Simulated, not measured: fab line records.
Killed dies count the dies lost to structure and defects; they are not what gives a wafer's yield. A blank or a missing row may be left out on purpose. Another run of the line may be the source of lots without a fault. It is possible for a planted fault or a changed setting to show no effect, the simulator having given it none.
fab line records	flow nand_harc
record lots=7	wafers=21	last_day=24
route steps=1159 shown A_STAIRCASE@679 END@1159
lots that met no fault: taken from a fault-free run of the same line
start_h: start of the lot's first displayed wafer, in hours after the record's first day	wait_h: hours from the lot's prior step to this one	" same as the row above	L1.1+2: a row that stands for several wafers	- no value, or no start was given	* or withheld: withheld	< > ~ a bound
route shown NAME@n: names a module that has steps shown in the file, with the first one's number in the route	usual: the fault-free wafers' mean and standard deviation	same: alike in all rows	chamber/n: place in a boat	sites: each site's reading	_std_site: standard deviation of those values	_edge_site: inner sites' mean taken away from outer sites' mean	radius_mm: how far each site lies from the wafer's centre	mask NAME#n: copy n	behind: the last tool/chamber to shape the wafer	hold: reason for holding the lot/hours on hold/outcome of the hold	device: whichever transistor did not switch (one of n, p or np)	end of line: the same wafers' tests at the end of the route	a step without rows: its recipe alone	killed: the dies lost at the first sort to structure and to defects; this is not the yield of the wafer	map: the dies of a wafer, with x for killed, . for not killed, _ for no die there
set.NAME: the setting as run; set.NAME@STEP: as run at that earlier step	model.NAME: the simulator's own value behind a step, which no gauge read
lots seen at some steps along the route; tables by step, rows by wafer
services: the hour from which a tool's chamber was out of use, counted from the record's first day as start_h (under 0 if before that day), plus the number of hours and why
## steps
# step NHARC_A_STAIRCASE_COAT_304
# recipe spin_rpm=1200
# step NHARC_A_STAIRCASE_SOFTBAKE_305
# recipe temp_c=135	time_s=170
# step NHARC_A_STAIRCASE_EBR_306
# step NHARC_A_STAIRCASE_EXPOSE_307
# recipe na=0.5	dose_mj=45.72	mask_id=CHOP_50
# step NHARC_A_STAIRCASE_PEB_308
# recipe peb_temp_c=115	peb_time_s=130
# step NHARC_A_STAIRCASE_DEVELOP_309
# recipe time_s=140
# step NHARC_A_STAIRCASE_HARDBAKE_311
# recipe temp_c=120	time_s=140
# step NHARC_A_STAIRCASE_DESCUM_312
# recipe time_s=3	o2_flow_sccm=200	ar_flow_sccm=0	bias_power_w=0	chemistry=O2
# usual drypump_motor_current_A=5.8/0.49	oes_product_au=1.002/0.014	rf_vpp_V=57.6/0.86	showerhead_plenum_p_Torr=1.87/0.085	throttle_valve_pct=11.311/0.0091
lot.wafer	tool	chamber	start_h	wait_h	drypump_motor_current_A	oes_product_au	rf_hours_counter_h	rf_vpp_V	showerhead_plenum_p_Torr	throttle_valve_pct
L331.1	rie_diel-05	0	267.21	-	5.4	0.980	34	57.3	1.83	11.314
L331.2	"	1	"	"	6.5	1.007	37	58.6	2.02	11.321
L331.3	"	2	"	"	6.1	1.015	38	57.6	1.87	11.329
L333.2	rie_diel-05	1	277.07	-	6.5	1.006	38	57.6	2.02	11.303
L333.4	"	3	"	"	5.7	0.998	30	56.9	1.85	11.304
L333.1	"	0	"	"	5.4	0.986	35	57.2	1.83	11.302
L338.2	rie_diel-13	0	313.39	-	6.2	1.013	12	57.1	1.81	11.304
L338.1	"	2	"	"	5.0	0.985	14	56.9	1.87	11.308
L338.6	"	1	"	"	6.0	0.978	-	56.8	1.86	11.301
L336.4	rie_diel-05	3	313.89	-	5.7	1.013	47	57.1	1.85	11.324
L336.5	"	2	"	"	6.1	1.001	-	58.3	1.86	11.296
L336.6	"	3	"	"	5.8	0.999	-	59.3	1.85	11.304
L337.3	rie_diel-05	0	315.62	-	5.4	0.998	55	56.9	1.83	11.311
L337.2	"	2	"	"	6.1	1.003	54	58.2	1.86	11.316
L337.6	"	0	"	"	5.4	0.995	-	58.1	1.83	11.303
L348.1	rie_diel-05	2	367.02	-	6.1	1.000	6	57.1	1.86	11.314
L348.2	"	0	"	"	5.4	0.981	7	56.2	1.82	11.319
L348.4	"	1	"	"	6.5	1.021	-	57.9	2.01	11.312
L351.4	rie_diel-05	2	394.71	-	6.1	1.014	18	57.7	1.85	11.297
L351.2	"	3	"	"	5.7	0.984	13	57.4	1.84	11.305
L351.6	"	2	"	"	6.1	1.013	-	57.2	1.85	11.311
# step NHARC_A_STAIRCASE_ETCH_313
# recipe cf4_flow_sccm=100	chf3_flow_sccm=30	ar_flow_sccm=0	rf_w=500	bias_w=200	chemistry=CF4/CHF3
# usual bias_w=199.9/0.56	cf4_flow_sccm=100.0/0.31	drypump_motor_current_A=5.8/0.5	oes_product_au=0.936/0.023	rf_vpp_V=369.5/2.2	showerhead_plenum_p_Torr=1.54/0.067	throttle_valve_pct=16.801/0.0089
lot.wafer	tool	chamber	start_h	wait_h	bias_w	cf4_flow_sccm	drypump_motor_current_A	oes_product_au	rf_hours_counter_h	rf_vpp_V	showerhead_plenum_p_Torr	throttle_valve_pct
L331.2	rie_diel-05	1	267.29	0.1	200.1	99.6	6.5	0.979	37	372.6	1.66	16.797
L331.1	"	2	"	"	199.8	99.6	6.1	0.979	38	368.6	1.54	16.805
L331.3	"	3	"	"	199.5	100.3	5.8	0.971	28	368.8	1.52	16.793
L333.2	rie_diel-05	2	277.17	0.1	200.4	100.2	6.1	0.935	39	370.4	1.54	16.805
L333.1	"	3	"	"	200.0	100.7	5.7	0.934	30	369.9	1.52	16.799
L333.4	"	0	"	"	200.3	99.9	5.4	0.914	35	369.6	1.51	16.803
L338.2	rie_diel-13	0	313.49	0.1	200.1	99.8	6.2	0.934	12	369.7	1.49	16.786
L338.1	"	2	"	"	198.6	100.0	5.0	0.906	14	369.9	1.54	16.803
L338.6	"	0	"	"	201.7	100.2	6.2	0.933	-	367.9	1.49	16.766
L336.4	rie_diel-05	2	313.97	0.1	199.8	99.9	6.1	0.930	53	368.7	1.53	16.805
L336.6	"	2	"	"	199.3	99.5	6.1	0.931	-	368.9	1.53	16.803
L336.5	"	3	"	"	199.6	99.8	5.7	0.921	-	367.5	1.52	16.805
L337.2	rie_diel-05	1	315.71	0.1	199.6	99.6	6.5	0.930	55	372.6	1.65	16.802
L337.3	"	2	"	"	199.9	99.7	6.1	0.935	54	371.5	1.53	16.788
L337.6	"	0	"	"	200.3	100.0	5.4	0.918	-	368.3	1.51	16.804
L348.1	rie_diel-05	1	367.11	0.1	199.3	99.8	6.5	0.979	7	374.3	1.65	16.809
L348.2	"	0	"	"	200.1	99.9	5.4	0.962	7	369.9	1.50	16.799
L348.4	"	2	"	"	199.8	100.1	6.1	0.971	-	369.5	1.53	16.808
L351.2	rie_diel-05	2	394.80	0.1	200.3	99.9	6.1	0.925	18	368.2	1.53	16.794
L351.4	"	0	"	"	200.1	100.5	5.4	0.921	19	368.9	1.50	16.816
L351.6	"	2	"	"	200.2	100.0	6.1	0.936	-	368.2	1.53	16.815
# step NHARC_A_STAIRCASE_HM_OPEN_463
# recipe o2_flow_sccm=400	cos_flow_sccm=20	ar_flow_sccm=0	rf_w=500	bias_w=300	chemistry=O2/COS
# usual bias_w=300.0/0.87	drypump_motor_current_A=5.8/0.48	oes_product_au=1.001/0.014	rf_vpp_V=465.5/2.8	showerhead_plenum_p_Torr=3.05/0.13	throttle_valve_pct=28.330/0.0094
lot.wafer	tool	chamber	start_h	wait_h	bias_w	drypump_motor_current_A	oes_product_au	rf_hours_counter_h	rf_vpp_V	showerhead_plenum_p_Torr	throttle_valve_pct
L331.1	rie_diel-05	3	-	-	301.6	5.8	0.995	28	464.6	3.03	28.315
L331.2	"	0	"	"	299.1	5.4	0.988	34	464.7	3.00	28.335
L331.3	"	1	"	"	301.0	6.5	1.010	37	470.7	3.28	28.334
L333.1	rie_diel-05	0	-	-	298.6	5.4	0.984	35	463.1	3.00	28.329
L333.4	"	1	"	"	299.4	6.5	1.016	38	469.8	3.28	28.335
L333.2	"	2	"	"	300.3	6.1	1.007	39	466.0	3.05	28.313
L338.1	rie_diel-13	0	-	-	300.6	6.2	1.009	12	462.6	2.96	28.331
L338.2	"	1	"	"	299.1	6.0	0.981	12	464.3	3.04	28.330
L338.6	"	2	"	"	299.5	5.0	0.988	-	465.4	3.06	28.336
L336.4	rie_diel-05	0	-	-	301.1	5.4	1.001	54	463.7	2.99	28.310
L336.5	"	2	"	"	299.7	6.1	1.015	-	466.1	3.04	28.336
L336.6	"	3	"	"	300.4	5.7	1.010	-	464.7	3.02	28.330
L337.3	rie_diel-05	2	-	-	300.0	6.1	1.009	54	466.7	3.04	28.315
L337.2	"	3	"	"	300.6	5.7	1.000	48	465.2	3.02	28.327
L337.6	"	0	"	"	299.0	5.4	0.995	-	464.8	2.99	28.340
L348.2	rie_diel-05	2	-	-	300.1	6.1	1.019	6	463.5	3.04	28.330
L348.1	"	0	"	"	300.2	5.4	0.988	7	464.5	2.98	28.327
L348.4	"	0	"	"	301.2	5.4	0.996	-	465.2	2.98	28.331
L351.4	rie_diel-05	1	-	-	299.1	6.5	1.023	19	471.0	3.26	28.337
L351.2	"	2	"	"	299.1	6.1	1.020	18	465.0	3.03	28.323
L351.6	"	1	"	"	300.8	6.5	1.014	-	468.9	3.26	28.342
# step NHARC_A_STAIRCASE_STRIP_464
# recipe o2_flow_sccm=400	cos_flow_sccm=20	ar_flow_sccm=0	bias_w=0	chemistry=O2/COS
# step NHARC_A_STAIRCASE_ETCH_453
# recipe target_depth_a=300	overetch_a=30	time_s=16.5	ion_energy_ev=100	cf4_flow_sccm=80	o2_flow_sccm=20	ar_flow_sccm=0	rf_w=300	bias_w=100	chemistry=CF4/O2
# usual bias_w=100.0/0.31	cf4_flow_sccm=79.99/0.25	drypump_motor_current_A=5.7/0.49	oes_f_703_au=1.000/0.0045	oes_product_au=1.001/0.013	rf_vpp_V=197.0/1.5	showerhead_plenum_p_Torr=1.30/0.057	throttle_valve_pct=13.397/0.01
lot.wafer	tool	chamber	start_h	wait_h	bias_w	cf4_flow_sccm	drypump_motor_current_A	oes_f_703_au	oes_product_au	rf_hours_counter_h	rf_vpp_V	showerhead_plenum_p_Torr	throttle_valve_pct
L331.1	rie_diel-05	2	267.74	-	100.4	79.91	6.1	1.000	1.020	38	195.8	1.30	13.391
L331.3	"	3	"	"	100.0	79.79	5.8	0.997	1.007	28	196.9	1.29	13.405
L331.2	"	1	"	"	99.6	80.13	6.5	0.995	1.011	37	200.6	1.41	13.392
L333.2	rie_diel-05	1	277.61	-	100.0	80.14	6.5	1.005	1.010	38	199.6	1.41	13.396
L333.4	"	2	"	"	100.3	79.93	6.1	0.995	1.005	39	197.1	1.30	13.410
L333.1	"	3	"	"	99.9	79.78	5.7	0.998	0.996	30	195.7	1.29	13.409
L338.2	rie_diel-13	3	314.01	-	-	-	-	-	-	-	-	-	-
L338.1	"	0	"	"	-	-	-	-	-	-	-	-	-
L338.6	"	2	"	"	-	-	-	-	-	-	-	-	-
L336.4	rie_diel-05	1	314.45	-	-	-	-	-	-	-	-	-	-
L336.6	"	0	"	"	-	-	-	-	-	-	-	-	-
L336.5	"	1	"	"	-	-	-	-	-	-	-	-	-
L337.3	rie_diel-05	1	316.17	-	-	-	-	-	-	-	-	-	-
L337.2	"	2	"	"	-	-	-	-	-	-	-	-	-
L337.6	"	3	"	"	-	-	-	-	-	-	-	-	-
L348.1	rie_diel-05	2	367.64	-	99.8	79.63	6.1	0.998	0.998	6	196.6	1.30	13.387
L348.2	"	1	"	"	100.2	80.44	6.5	1.003	1.021	7	198.9	1.40	13.396
L348.4	"	1	"	"	100.1	80.25	6.5	1.002	1.018	-	198.8	1.40	13.392
L351.2	rie_diel-05	0	395.26	-	100.7	80.01	5.4	0.999	0.988	19	195.1	1.27	13.396
L351.4	"	2	"	"	100.3	79.92	6.1	0.999	1.004	18	195.6	1.29	13.400
L351.6	"	0	"	"	99.9	80.09	5.4	0.995	0.990	-	196.1	1.27	13.392
# step NHARC_A_STAIRCASE_ETCH_315
# recipe target_depth_a=25000	time_s=607.1	ion_energy_ev=800	c4f8_flow_sccm=80	o2_flow_sccm=60	ar_flow_sccm=withheld	rf_w=600	bias_w=3000	chemistry=C4F8/O2/Ar
# usual bias_w=3000/9.1	chamber_pressure_mTorr=25.001/0.024	oes_product_au=0.932/0.014	rf_vpp_V=1820/10
lot.wafer	tool	chamber	start_h	wait_h	bias_w	chamber_pressure_mTorr	oes_product_au	rf_hours_counter_h	rf_vpp_V
L331.1	rie_diel-05	3	-	-	3011	24.979	0.944	28	1818
L331.3	"	0	"	"	3020	24.999	0.941	34	1817
L331.2	"	1	"	"	2982	24.994	0.951	37	1841
L333.2	rie_diel-05	2	-	-	3005	25.026	0.947	39	1821
L333.4	"	3	"	"	2993	24.997	0.926	30	1820
L333.1	"	1	"	"	3003	25.007	0.941	39	1840
L338.2	rie_diel-13	2	-	-	2993	24.995	0.918	15	1822
L338.1	"	0	"	"	2997	25.030	0.944	12	1814
L338.6	"	2	"	"	2997	24.995	0.912	-	1821
L336.4	rie_diel-05	3	-	-	3014	25.009	0.941	47	1817
L336.6	"	1	"	"	3003	24.997	0.931	-	1840
L336.5	"	2	"	"	3012	24.979	0.931	-	1821
L337.2	rie_diel-05	0	-	-	2990	25.005	0.919	55	1816
L337.3	"	3	"	"	3000	25.018	0.922	48	1818
L337.6	"	0	"	"	2998	25.004	0.919	-	1816
L348.1	rie_diel-05	0	-	-	3002	25.025	0.935	7	1814
L348.2	"	1	"	"	3001	24.997	0.955	7	1840
L348.4	"	2	"	"	2993	25.001	0.954	-	1819
L351.4	rie_diel-05	3	-	-	3019	24.957	0.927	14	1818
L351.2	"	2	"	"	3006	25.016	0.943	18	1819
L351.6	"	0	"	"	2994	25.044	0.932	-	1815
# step NHARC_END_SORT_01
# recipe temp_c=25
# usual killed_at_array=27/11	killed_at_other=0.7/1.1	killed_at_periphery=3.6/2.4	killed_dies=32/11	killed_open=3.3/1.8	killed_short=2.1/1.5
# same gross_dies=677
lot.wafer	tool	chamber	start_h	wait_h	killed_at_array	killed_at_other	killed_at_periphery	killed_dies	killed_open	killed_short
L338.1	prober-01	0	494.46	2.6	674	0	3	677	2	1
L338.2	prober-01	0	495.25	2.8	675	1	1	677	2	0
L338.6	prober-01	0	498.39	3.9	672	0	5	677	9	1
L337.2	prober-02	0	495.14	2.8	670	2	5	677	3	0
L337.3	prober-02	0	495.94	3.1	675	0	2	677	0	1
L337.6	prober-02	0	498.35	4.0	672	1	4	677	3	4
L336.4	prober-02	0	512.34	3.4	676	0	1	677	5	0
L336.5	prober-02	0	513.14	3.7	674	0	3	677	4	3
L336.6	prober-02	0	513.95	4.0	672	2	3	677	6	0
# killed by level:class
L338.1 A_STAIRCASE:area_etch=655 A_STAIRCASE:chamber_film_flake=5 A_SLIT:chamber_film_flake=5 A_CHANNEL_HOLE_D1:chamber_film_flake=3 A_CONTACT:chamber_film_flake=3 P_ZERO_WELL:chamber_film_flake=2 A_CHANNEL_FILL_D1:geometric_particle:short=1 A_SGD_CUT:geometric_particle:open=1
L337.2 A_STAIRCASE:area_etch=645 A_CHANNEL_HOLE_D1:chamber_film_flake=13 A_SLIT:chamber_film_flake=6 A_STAIRCASE:chamber_film_flake=3 P_GATE:chamber_film_flake=2 A_CONTACT:chamber_film_flake=2 THIN_TSV:chamber_film_flake=2 P_GATE:geometric_particle:open=1
L338.2 A_STAIRCASE:area_etch=648 A_SLIT:chamber_film_flake=10 A_STAIRCASE:chamber_film_flake=8 A_CHANNEL_HOLE_D1:chamber_film_flake=4 A_CONTACT:chamber_film_flake=3 A_CONTACT:geometric_particle:open=1 P_CONTACT:chamber_film_flake=1 STARTING-WAFER:geometric_particle:open=1
L337.3 A_STAIRCASE:area_etch=636 A_CHANNEL_HOLE_D1:chamber_film_flake=17 A_SLIT:chamber_film_flake=11 A_CONTACT:chamber_film_flake=4 A_ZERO_WELL:chamber_film_flake=3 A_STAIRCASE:chamber_film_flake=3 A_CHANNEL_FILL_D1:geometric_particle:short=1 P_ZERO_WELL:chamber_film_flake=1
L337.6 A_STAIRCASE:area_etch=637 A_CHANNEL_HOLE_D1:chamber_film_flake=16 A_SLIT:chamber_film_flake=10 A_CONTACT:chamber_film_flake=3 A_WL_FILL:geometric_particle:short=2 P_ZERO_WELL:chamber_film_flake=2 P_CONTACT:geometric_particle:open=1 P_M0:geometric_particle:short=1
L338.6 A_STAIRCASE:area_etch=642 A_SLIT:chamber_film_flake=11 A_STAIRCASE:chamber_film_flake=4 A_CONTACT:geometric_particle:open=3 A_CHANNEL_HOLE_D1:chamber_film_flake=3 A_CONTACT:chamber_film_flake=3 P_STI:geometric_particle:open=1 P_M0:geometric_particle:open=1
L336.4 A_STAIRCASE:area_etch=653 A_CHANNEL_HOLE_D1:chamber_film_flake=10 A_CONTACT:chamber_film_flake=5 A_STAIRCASE:chamber_film_flake=4 A_CONTACT:geometric_particle:open=3 P_BONDPAD:geometric_particle:open=1 A_CHANNEL_FILL_D1:geometric_particle:open=1
L336.5 A_STAIRCASE:area_etch=641 A_CHANNEL_HOLE_D1:chamber_film_flake=20 A_STAIRCASE:chamber_film_flake=4 A_CONTACT:geometric_particle:open=3 A_CONTACT:chamber_film_flake=3 P_M0:geometric_particle:short=1 P_M0:geometric_particle:open=1 A_SOURCE_PLATE:geometric_particle:short=1
L336.6 A_STAIRCASE:area_etch=652 A_CHANNEL_HOLE_D1:chamber_film_flake=12 A_STAIRCASE:chamber_film_flake=2 A_CONTACT:chamber_film_flake=2 THIN_TSV:chamber_film_flake=2 P_CONTACT:geometric_particle:open=1 P_M0:geometric_particle:open=1 A_ONON_D1:geometric_particle:open=1
# map L336.4 (x killed, . not)
____________x____________
_________xxxxxxx_________
_______xxxxxxxxxxx_______
______xxxxxxxxxxxxx______
_____xxxxxxxxxxxxxxx_____
____xxxxxxxxxxxxxxxxx____
____xxxxxxxxxxxxxxxxx____
___xxxxxxxxxxxxxxxxxxx___
___xxxxxxxxxxxxxxxxxxx___
__xxxxxxxxxxxxxxxxxxxxx__
__xxxxxxxxxxxxxxxxxxxxx__
_xxxxxxxxxxxxxxxxxxxxxxx_
_xxxxxxxxxxxxxxxxxxxxxxx_
_xxxxxxxxxxxxxxxxxxxxxxx_
_xxxxxxxxxxxxxxxxxxxxxxx_
_xxxxxxxxxxxxxxxxxxxxxxx_
xxxxxxxxxxxxxxxxxxxxxxxxx
xxxxxxxxxxxxxxxxxxxxxxxxx
xxxxxxxxxxxxxxxxxxxxxxxxx
xxxxxxxxxxxxxxxxxxxxxxxxx
xxxxxxxxxxxxxxxxxxxxxxxxx
_xxxxxxxxxxxxxxxxxxxxxxx_
_xxxxxxxxxxxxxxxxxxxxxxx_
_xxxxxxxxxxxxxxxxxxxxxxx_
_xxxxxxxxxxxxxxxxxxxxxxx_
_xxxxxxxxxxxxxxxxxxxxxxx_
__xxxxxxxxxxxxxxxxxxxxx__
__xxxxxxxxxxxxxxxxxxxxx__
___xxxxxxxxxxxxxxxxxxx___
___xxxxxxxxxxxxxxxxxxx___
____xxxxxxxxxxxxxxxxx____
____xxxxxxxxxxxxxxxxx____
_____xxxxxxxxxxxxxxx_____
______xxxxxxxxxxxxx______
_______xxxxxxxxxxx_______
_________xxxxxxx_________
____________x____________
# map L337.2 (x killed, . not)
____________x____________
_________xxxxxxx_________
_______xxxxxxxxxxx_______
______xxxxxxxxxxxxx______
_____xxxxxxxxxxxxxxx_____
____xxxxxxxxxxxxxxxxx____
____xxxxxxxxxxxxxxxxx____
___xxxxxxxxxxxxxxxxxxx___
___xxxxxxxxxxxxxxxxxxx___
__xxxxxxxxxxxxxxxxxxxxx__
__xxxxxxxxxxxxxxxxxxxxx__
_xxxxxxxxxxxxxxxxxxxxxxx_
_xxxxxxxxxxxxxxxxxxxxxxx_
_xxxxxxxxxxxxxxxxxxxxxxx_
_xxxxxxxxxxxxxxxxxxxxxxx_
_xxxxxxxxxxxxxxxxxxxxxxx_
xxxxxxxxxxxxxxxxxxxxxxxxx
xxxxxxxxxxxxxxxxxxxxxxxxx
xxxxxxxxxxxxxxxxxxxxxxxxx
xxxxxxxxxxxxxxxxxxxxxxxxx
xxxxxxxxxxxxxxxxxxxxxxxxx
_xxxxxxxxxxxxxxxxxxxxxxx_
_xxxxxxxxxxxxxxxxxxxxxxx_
_xxxxxxxxxxxxxxxxxxxxxxx_
_xxxxxxxxxxxxxxxxxxxxxxx_
_xxxxxxxxxxxxxxxxxxxxxxx_
__xxxxxxxxxxxxxxxxxxxxx__
__xxxxxxxxxxxxxxxxxxxxx__
___xxxxxxxxxxxxxxxxxxx___
___xxxxxxxxxxxxxxxxxxx___
____xxxxxxxxxxxxxxxxx____
____xxxxxxxxxxxxxxxxx____
_____xxxxxxxxxxxxxxx_____
______xxxxxxxxxxxxx______
_______xxxxxxxxxxx_______
_________xxxxxxx_________
____________x____________
## services
tool	chamber	start_h	hours	kind
rie_diel-05	0	246.78	-	clean
rie_diel-05	1	246.78	-	clean
rie_diel-05	2	246.78	-	clean
rie_diel-05	3	246.78	-	clean
rie_diel-05	0	271.28	-	clean
rie_diel-05	1	271.28	-	clean
rie_diel-05	2	271.28	-	clean
rie_diel-05	3	271.28	-	clean
rie_diel-05	2	273.08	2.7	repair
rie_diel-13	-	276.04	9.0	pm
rie_diel-05	0	295.78	-	clean
rie_diel-05	1	295.78	-	clean
rie_diel-05	2	295.78	-	clean
rie_diel-05	3	295.78	-	clean
rie_diel-05	0	320.28	-	clean
rie_diel-05	1	320.28	-	clean
rie_diel-05	2	320.28	-	clean
rie_diel-05	3	320.28	-	clean
rie_diel-05	-	340.67	9.0	pm
rie_diel-05	0	340.67	9.0	vent_cycle
rie_diel-05	1	340.67	9.0	vent_cycle
rie_diel-05	2	340.67	9.0	vent_cycle
rie_diel-05	3	340.67	9.0	vent_cycle
rie_diel-05	3	358.94	11.9	repair
## key
first_sign step=NHARC_A_STAIRCASE_ETCH_453	reading=tool_record	direction=missing
effect step=NHARC_END_SORT_01	reading=killed_at_array	direction=up	sigmas=60	usual=27	struck=673
more_kills_born_at NHARC_A_STAIRCASE_ETCH_453@rie_diel-05=3864	NHARC_A_STAIRCASE_ETCH_453@rie_diel-13=1945
met_at NHARC_A_STAIRCASE_ETCH_453
struck_wafers L336.4,L336.5,L336.6,L337.2,L337.3,L337.6,L338.1,L338.2,L338.6
later_rows_left_out L336.4,L336.5,L336.6,L337.2,L337.3,L337.6,L338.1,L338.2,L338.6
tester_left_out L336,L337,L338
onset_between 277.61 314.01
fault kind=skipped_step_whole	tool=rie_diel-05,rie_diel-13	chamber=-	onset_h=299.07	steps=NHARC_A_STAIRCASE_ETCH_453	scope=struck_lots_only
# tester_left_out: of these lots the tester's yield and bins aren't shown, on N5 and GAA mostly nor the transistor test; their killed dies are dies lost to structure and defects alone, not to doping, threshold or leakage, so they don't give the yield
# later_rows_left_out: the simulator's readings of these wafers behind a module that went badly wrong aren't trusted and aren't shown, but for the sort
